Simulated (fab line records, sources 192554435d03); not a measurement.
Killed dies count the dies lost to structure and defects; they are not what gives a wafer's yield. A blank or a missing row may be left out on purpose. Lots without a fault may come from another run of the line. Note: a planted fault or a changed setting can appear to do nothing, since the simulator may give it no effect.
Matching of chambers || flow n5-finfet || 4 sister chambers for N5_FIN_SAQP_MANDREL2_REMOVE_60 on rie-si-01
The step chemistry HBr/Cl2/O2, target a-Si, stops on SiNx, bt time 10 s. 4 wafers are shown with their chamber, then 9 later ones without.

## WAFERS WITH THEIR CHAMBER
{"wafer": "L088.1", "chamber": 3, "throttle-valve-pct (%)": 36.54}
{"wafer": "L089.5", "chamber": 2, "throttle-valve-pct (%)": 36.47}
{"wafer": "L093.5", "chamber": 0, "throttle-valve-pct (%)": 36.55}
{"wafer": "L093.6", "chamber": 1, "throttle-valve-pct (%)": 37.04}

## WAFERS WITH NO CHAMBER GIVEN
{"wafer": "L094.2", "throttle-valve-pct (%)": 36.48}
{"wafer": "L094.3", "throttle-valve-pct (%)": 36.56}
{"wafer": "L094.4", "throttle-valve-pct (%)": 36.52}
{"wafer": "L095.1", "throttle-valve-pct (%)": 36.51}
{"wafer": "L095.4", "throttle-valve-pct (%)": 36.48}
{"wafer": "L095.5", "throttle-valve-pct (%)": 36.53}
{"wafer": "L096.1", "throttle-valve-pct (%)": 36.55}
{"wafer": "L096.2", "throttle-valve-pct (%)": 37.04}
{"wafer": "L096.6", "throttle-valve-pct (%)": 37.03}

## WHICH CHAMBER EACH ONE RAN IN
{"wafer": "L094.2", "from the rows above": 2, "in truth": 2}
{"wafer": "L094.3", "from the rows above": "can't be placed: 0 or 3", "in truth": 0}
{"wafer": "L094.4", "from the rows above": "can't be placed: 3 or 0", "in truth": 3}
{"wafer": "L095.1", "from the rows above": "can't be placed: 3 or 0 or 2", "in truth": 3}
{"wafer": "L095.4", "from the rows above": 2, "in truth": 2}
{"wafer": "L095.5", "from the rows above": "can't be placed: 3 or 0", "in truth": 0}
{"wafer": "L096.1", "from the rows above": "can't be placed: 0 or 3", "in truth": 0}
{"wafer": "L096.2", "from the rows above": 1, "in truth": 1}
{"wafer": "L096.6", "from the rows above": 1, "in truth": 1}
Correct placement for 4 of the 9. Not placeable from these rows: 5 (in 5, the candidates include the true chamber). Number placed wrongly: 0.
How it was worked out, from the rows above alone: a wafer's distance from a chamber is the root of the sum, over the readings, of the square of ((its reading less the chamber's mean) divided by the reading's scatter). If the next closest chamber is less than 2 further off than the closest, the wafer can't be placed; otherwise it belongs to the closest. A chamber's mean is the mean of its shown wafers. The scatter: root of mean squared gap, hidden wafer to nearest shown wafer, with one shown wafer a chamber.
